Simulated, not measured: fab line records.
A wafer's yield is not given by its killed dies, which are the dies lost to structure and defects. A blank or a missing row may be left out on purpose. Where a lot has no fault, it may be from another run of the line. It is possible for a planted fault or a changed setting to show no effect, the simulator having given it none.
Which tool did it? / flow n5 finfet / 12 lots, 36 wafers sampled, at 2 steps of a route of 1938

== WHAT THE GAUGES SHOWED, per wafer ==
N5_BEOL_M9_CD_MEAS_28: target cd 70 nm.
lot=L076; measured=day 12 20:15; on=cd sem-03; cd nm (nm)=69.84 69.70 69.52
lot=L078; measured=day 12 23:22; on=cd sem-03; cd nm (nm)=69.94 70.05 70.03
lot=L079; measured=day 13 13:04; on=cd sem-01; cd nm (nm)=69.63 69.55 69.85
lot=L084; measured=day 14 18:50; on=cd sem-02; cd nm (nm)=69.98 70.27 70.08
lot=L080; measured=day 15 09:05; on=cd sem-02; cd nm (nm)=69.78 69.88 70.27
lot=L087; measured=day 15 13:53; on=cd sem-02; cd nm (nm)=69.94 69.82 69.89
lot=L088; measured=day 16 06:40; on=cd sem-02; cd nm (nm)=69.84 69.97 70.10
lot=L091; measured=day 17 04:16; on=cd sem-02; cd nm (nm)=70.20 69.85 69.84
lot=L093; measured=day 17 06:56; on=cd sem-03; cd nm (nm)=70.16 69.93 69.76
lot=L095; measured=day 17 11:09; on=cd sem-03; cd nm (nm)=70.21 70.03 69.48
lot=L094; measured=day 18 02:17; on=cd sem-02; cd nm (nm)=70.18 70.00 69.84
lot=L096; measured=day 18 09:40; on=cd sem-03; cd nm (nm)=69.99 70.09 70.33

== EACH LOT AND THE TOOL THAT RAN IT (in order: tool; ch and the chambers of the sampled wafers; start) ==
lot=L076; N5_BEOL_M9_ETCH_62=rie diel-06 ch 0,1,2, day 12 18:35
lot=L078; N5_BEOL_M9_ETCH_62=rie diel-01 ch 1,3, day 12 22:29
lot=L079; N5_BEOL_M9_ETCH_62=rie diel-04 ch 2,3, day 13 11:20
lot=L084; N5_BEOL_M9_ETCH_62=rie diel-04 ch 1,2,3, day 14 18:07
lot=L080; N5_BEOL_M9_ETCH_62=rie diel-04 ch 0,1, day 15 07:00
lot=L087; N5_BEOL_M9_ETCH_62=rie diel-01 ch 1,2,3, day 15 11:28
lot=L088; N5_BEOL_M9_ETCH_62=rie diel-01 ch 0,1,3, day 16 04:17
lot=L091; N5_BEOL_M9_ETCH_62=rie diel-06 ch 1,2,3, day 17 01:39
lot=L093; N5_BEOL_M9_ETCH_62=rie diel-01 ch 0,2,3, day 17 05:46
lot=L095; N5_BEOL_M9_ETCH_62=rie diel-01 ch 1,2,3, day 17 09:21
lot=L094; N5_BEOL_M9_ETCH_62=rie diel-06 ch 0,1,3, day 18 01:08
lot=L096; N5_BEOL_M9_ETCH_62=rie diel-01 ch 0,1, day 18 08:11
- N5_BEOL_M9_ETCH_62: etches SOC in N2/H2, target depth 110 nm, overetch 22 nm, time 165 s.

== THE ANSWER, worked out from the rows above alone ==
Rule: the usual values come from the lots themselves. The widest of any qualifying gaps counts: lots, ordered by their means at a reading, are off when they make up no more than a third of the lots, leave a main group of 4 or more, and stand apart from it by 3 or more times the standard deviation of that group's means. The tables above print the reading to a certain number of digits; a main group whose means all agree to those digits is not used. A lot without any number at a reading at which 4 lots or more have one is off too. The other lots that the step has rows for count as sound.
No lot is off on any of the readings shown, so nothing can be concluded from this.

== WHAT THE SIMULATOR HAD INSERTED ==
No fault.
